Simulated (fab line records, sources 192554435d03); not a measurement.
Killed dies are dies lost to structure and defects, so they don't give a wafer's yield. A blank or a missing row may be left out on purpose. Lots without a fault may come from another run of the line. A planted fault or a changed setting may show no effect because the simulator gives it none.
Chamber matching | flow n5_finfet | N5_BEOL_M0_SAQP_ETCH_83 on rie_diel-01: 4 sister chambers
The step etches SiARC in CF4, target depth 39 nm, time 65 s. 4 wafers are shown with their chamber, then 10 later ones without.

WAFERS WITH THEIR CHAMBER
wafer  | chamber | drypump_motor_current_A (A)
L082.4 | 3       | 6.6
L091.1 | 0       | 5.5
L092.1 | 1       | 6.6
L092.3 | 2       | 5.7

WAFERS WITHOUT THEIR CHAMBER
wafer  | drypump_motor_current_A (A)
L092.4 | 6.6
L094.2 | 6.6
L094.4 | 5.6
L094.5 | 6.6
L095.3 | 5.7
L095.5 | 6.6
L095.6 | 5.7
L097.1 | 6.6
L097.5 | 5.5
L097.6 | 6.6

WHICH CHAMBER EACH WENT THROUGH
wafer  | from the rows above     | in truth
L092.4 | can't be placed: 1 or 3 | 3
L094.2 | can't be placed: 1 or 3 | 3
L094.4 | can't be placed: 0 or 2 | 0
L094.5 | can't be placed: 1 or 3 | 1
L095.3 | 2                       | 2
L095.5 | can't be placed: 1 or 3 | 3
L095.6 | 2                       | 2
L097.1 | can't be placed: 1 or 3 | 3
L097.5 | 0                       | 0
L097.6 | can't be placed: 1 or 3 | 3
Placed correctly: 3 of 10. Can't be placed from these rows: 7 (the true chamber is among the candidates in 7). Placed wrongly: 0.
How it was worked out, from the rows above alone: a wafer's distance from a chamber is the root of the sum, over the readings, of the square of ((its reading less the chamber's mean) divided by the reading's scatter). The wafer belongs to the nearest chamber; if the next one is less than 2 further off, it can't be placed. A chamber's mean is the mean of its shown wafers. The scatter: with one shown wafer a chamber, the root of the mean of the squares of how far each hidden wafer lies from its nearest shown one.
